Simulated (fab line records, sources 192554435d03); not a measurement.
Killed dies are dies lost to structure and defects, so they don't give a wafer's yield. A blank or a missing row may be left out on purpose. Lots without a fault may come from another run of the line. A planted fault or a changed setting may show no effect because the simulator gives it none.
Which tool did it? | flow n5_finfet | 9 lots, 27 wafers sampled, at 5 steps of a route of 1938

WHAT THE GAUGES READ, wafer by wafer
N5_BEOL_M4_RC_MEAS_101.
lot  | measured     | on        | CJ_N           | DIBL_N (mV/V)  | DIBL_P (mV/V)  | IOFF_N (nA/um) | IOFF_N_LONG (nA/um)        | IOFF_P (nA/um) | ION_N (uA/um) | ION_P (uA/um) | SS_N (mV/dec)  | SS_P (mV/dec)  | VT_N (mV)   | VT_P (mV)
L647 | day 8 08:36  | prober-01 | 4.34 4.25 4.19 | 36.6 34.4 35.2 | 36.7 35.1 36.2 | 0.16 0.12 0.14 | 5.63e-05 5.54e-05 5.56e-05 | 0.23 0.21 0.23 | 671 640 667   | 469 456 472   | 71.6 70.6 70.9 | 73.5 73.6 73.5 | 250 257 253 | -248 -249 -249
L648 | day 8 16:59  | prober-02 | 4.21 4.25 4.17 | 32.8 33.6 32.4 | 33.2 34.1 32.9 | 0.11 0.11 0.10 | 4.87e-05 4.78e-05 4.79e-05 | 0.14 0.14 0.13 | 650 640 651   | 452 435 444   | 70.8 70.8 70.5 | 72.9 73.1 72.6 | 255 259 258 | -258 -259 -258
L650 | day 9 12:59  | prober-01 | 4.31 4.48 4.42 | 37.3 36.3 36.6 | 37.0 33.6 35.0 | 0.16 0.15 0.14 | 5.58e-05 5.73e-05 5.65e-05 | 0.24 0.19 0.21 | 672 658 661   | 469 450 461   | 71.5 72.1 72.0 | 73.0 73.0 73.7 | 253 252 251 | -246 -252 -251
L655 | day 10 04:37 | prober-02 | 4.48 4.49 4.38 | 37.3 40.0 34.2 | 35.6 39.7 33.6 | 0.15 0.20 0.11 | 5.41e-05 5.39e-05 5.28e-05 | 0.20 0.27 0.18 | 661 683 652   | 455 464 455   | 72.2 73.4 71.5 | 73.8 73.9 72.0 | 252 248 255 | -250 -249 -252
L656 | day 10 09:46 | prober-01 | 4.95 4.87 5.04 | 34.9 33.2 36.7 | 35.3 33.8 37.2 | 0.13 0.10 0.15 | 6.03e-05 5.9e-05 6.18e-05  | 0.17 0.15 0.20 | 663 656 673   | 456 457 459   | 70.6 70.5 71.9 | 72.8 73.1 73.7 | 253 256 251 | -254 -257 -251
L657 | day 11 04:35 | prober-02 | 5.27 5.18 5.20 | 37.2 36.4 39.6 | 36.0 35.3 39.6 | 0.17 0.15 0.22 | 7.31e-05 7.12e-05 7.06e-05 | 0.22 0.21 0.31 | 687 668 697   | 475 464 482   | 71.6 71.6 72.3 | 72.8 72.9 73.8 | 248 248 243 | -247 -246 -241
L666 | day 13 07:49 | prober-01 | 4.21 4.21 4.25 | 37.3 35.4 35.8 | 37.4 36.2 35.8 | 0.19 0.16 0.17 | 5.92e-05 5.91e-05 5.92e-05 | 0.26 0.23 0.23 | 682 676 688   | 470 472 471   | 71.5 70.8 70.9 | 73.0 73.6 72.9 | 244 247 247 | -246 -248 -248
L667 | day 13 22:16 | prober-02 | 4.26 4.28 4.41 | 36.2 37.0 35.5 | 39.0 39.4 37.0 | 0.16 0.16 0.14 | 5.3e-05 5.31e-05 5.43e-05  | 0.23 0.22 0.19 | 667 662 672   | 459 451 461   | 71.7 71.6 71.8 | 73.3 73.5 73.1 | 252 249 252 | -248 -250 -250
L669 | day 14 01:53 | prober-02 | 4.35 4.37 4.41 | 34.6 36.8 36.9 | 33.6 35.7 35.7 | 0.13 0.17 0.16 | 5.87e-05 5.9e-05 5.92e-05  | 0.20 0.23 0.23 | 674 690 682   | 473 475 473   | 70.6 71.4 71.3 | 72.7 73.0 72.5 | 250 249 253 | -251 -247 -247

WHICH TOOL RAN EACH LOT (tool, then ch and the chambers of the sampled wafers, then the start)
lot  | N5_ZERO_LAYER_STRIP_24              | N5_WELL_APT_IMPLANT_32         | N5_PMOS_HMC_CHANNEL_EPI_ETCH_32   | N5_PMOS_HMC_CHANNEL_EPI_CMP_21
L647 | plasma_asher-01 ch 0,1, day 1 19:11 | implanter-02 ch 0, day 1 23:10 | rie_diel-02 ch 1,2,3, day 2 01:17 | cmp-03 ch 0,2,3, day 2 03:39
L648 | plasma_asher-01 ch 0, day 2 00:53   | implanter-02 ch 0, day 2 03:06 | rie_diel-03 ch 0,1,2, day 2 04:52 | cmp-04 ch 0,1,3, day 2 07:16
L650 | plasma_asher-02 ch 0,1, day 2 13:25 | implanter-02 ch 0, day 2 15:36 | rie_diel-02 ch 1,2,3, day 2 17:32 | cmp-03 ch 0,1,3, day 2 19:35
L655 | plasma_asher-01 ch 1, day 3 18:55   | implanter-02 ch 0, day 3 21:25 | rie_diel-03 ch 0,1,2, day 3 23:31 | cmp-04 ch 1,2,3, day 4 02:11
L656 | plasma_asher-01 ch 0,1, day 4 00:53 | implanter-02 ch 0, day 4 03:21 | rie_diel-03 ch 0,1,3, day 4 05:37 | cmp-04 ch 2,3, day 4 07:58
L657 | plasma_asher-02 ch 0,1, day 4 07:10 | implanter-02 ch 0, day 4 09:35 | rie_diel-03 ch 1,2,3, day 4 11:29 | cmp-03 ch 0,1,2, day 4 13:28
L666 | plasma_asher-01 ch 0,1, day 6 13:35 | implanter-01 ch 0, day 6 15:59 | rie_diel-03 ch 0,1,2, day 6 18:34 | cmp-04 ch 0,1,3, day 6 20:34
L667 | plasma_asher-02 ch 0,1, day 6 19:07 | implanter-02 ch 0, day 6 21:35 | rie_diel-01 ch 0,2,3, day 6 23:37 | cmp-03 ch 0,1,3, day 7 01:33
L669 | plasma_asher-02 ch 0,1, day 7 07:34 | implanter-02 ch 0, day 7 09:53 | rie_diel-02 ch 0,3, day 7 11:40   | cmp-01 ch 0,1,2, day 7 13:40
- N5_ZERO_LAYER_STRIP_24: strips in O2.
- N5_WELL_APT_IMPLANT_32
- N5_PMOS_HMC_CHANNEL_EPI_ETCH_32: etches BARC in N2/H2, stops on SiO2, target depth 85.8 nm, time 50.3 s.
- N5_PMOS_HMC_CHANNEL_EPI_CMP_21: polishes SiGe30, target thk 54 nm.

WHAT THE TOOLS THEMSELVES READ (means of the sampled wafers that have a number; where no wafer has one, the mark that the record gives instead)
N5_ZERO_LAYER_STRIP_24.
lot  | tool            | drypump_motor_current_A (A) | heater_power_w (W) | oes_product_au (a.u.) | strip_time_to_endpoint_s (s)
L647 | plasma_asher-01 | 5.6                         | 318                | 0.647                 | 43.88
L648 | plasma_asher-01 | 5.1                         | 339                | 0.649                 | 43.86
L650 | plasma_asher-02 | 5.4                         | 367                | 0.649                 | 43.85
L655 | plasma_asher-01 | 6.5                         | 277                | 0.644                 | 43.99
L656 | plasma_asher-01 | 6.0                         | 294                | 0.649                 | 43.70
L657 | plasma_asher-02 | 5.2                         | 393                | 0.650                 | 43.80
L666 | plasma_asher-01 | 5.6                         | 319                | 0.646                 | 43.88
L667 | plasma_asher-02 | 5.4                         | 374                | 0.641                 | 43.91
L669 | plasma_asher-02 | 5.3                         | 368                | 0.645                 | 43.93

N5_WELL_APT_IMPLANT_32.
lot  | tool         | dose_ions_cm2 | faraday_current_uA
L647 | implanter-02 | 2e+13         | 255
L648 | implanter-02 | 2e+13         | 254
L650 | implanter-02 | 2e+13         | 249
L655 | implanter-02 | 2e+13         | 254
L656 | implanter-02 | 3e+13         | 340
L657 | implanter-02 | 3e+13         | 343
L666 | implanter-01 | 2e+13         | 254
L667 | implanter-02 | 2e+13         | 250
L669 | implanter-02 | 2e+13         | 253

N5_PMOS_HMC_CHANNEL_EPI_ETCH_32.
lot  | tool        | drypump_motor_current_A (A) | oes_product_au (a.u.) | rf_vpp_V (V) | showerhead_plenum_p_Torr (Torr) | throttle_valve_pct (%)
L647 | rie_diel-02 | 5.5                         | 0.73                  | 522.4        | 2.50                            | 17.67
L648 | rie_diel-03 | 5.6                         | 0.67                  | 525.3        | 2.59                            | 17.90
L650 | rie_diel-02 | 5.5                         | 0.71                  | 522.7        | 2.49                            | 17.70
L655 | rie_diel-03 | 5.7                         | 0.65                  | 525.3        | 2.58                            | 17.92
L656 | rie_diel-03 | 5.5                         | 0.67                  | 525.2        | 2.59                            | 17.98
L657 | rie_diel-03 | 5.8                         | 0.67                  | 526.6        | 2.63                            | 17.91
L666 | rie_diel-03 | 5.6                         | 0.64                  | 523.6        | 2.57                            | 17.97
L667 | rie_diel-01 | 5.4                         | 0.70                  | 526.6        | 2.63                            | 17.95
L669 | rie_diel-02 | 5.4                         | 0.67                  | 525.2        | 2.60                            | 18.06

N5_PMOS_HMC_CHANNEL_EPI_CMP_21.
lot  | tool   | motor_current_A (A)
L647 | cmp-03 | 12.5
L648 | cmp-04 | 11.7
L650 | cmp-03 | 12.4
L655 | cmp-04 | 12.7
L656 | cmp-04 | 12.2
L657 | cmp-03 | 12.3
L666 | cmp-04 | 12.3
L667 | cmp-03 | 12.3
L669 | cmp-01 | 12.3

THE ANSWER, worked out from the rows above alone
Rule: what is usual is taken from the lots themselves. Put in order of their means at a reading, lots are off if they are a third of the lots or fewer, leave a main group of 4 or more, and stand apart from it by a gap of 3 or more times the standard deviation of the main group's means; of several such gaps the widest counts. A main group whose means are all the same, to the digits that the tables above print for the reading, isn't used. A lot without any number at a reading at which 4 lots or more have one is off too. The other lots that the step has rows for count as sound. The gauges are gone through in route order, then the tools' own readings, and for those a lot's mean is taken as printed above. The first step at which some lot is off is used, and at that step the reading that is off furthest; a lot without a number counts as furthest.
Off: L656, L657, at N5_BEOL_M4_RC_MEAS_101 (CJ_N). The main group: mean 4.32, standard deviation 0.086.
A tool fits if, at a process step before that reading, it ran every lot that is off, and no sound lot after the first of them. The gauges at N5_BEOL_M4_RC_MEAS_101 aren't tried: what is off there is off at N5_WELL_APT_IMPLANT_32 too, on other tools, and a gauge's error can't cause that. None of those tried fits.

WHAT THE SIMULATOR HAD PUT IN
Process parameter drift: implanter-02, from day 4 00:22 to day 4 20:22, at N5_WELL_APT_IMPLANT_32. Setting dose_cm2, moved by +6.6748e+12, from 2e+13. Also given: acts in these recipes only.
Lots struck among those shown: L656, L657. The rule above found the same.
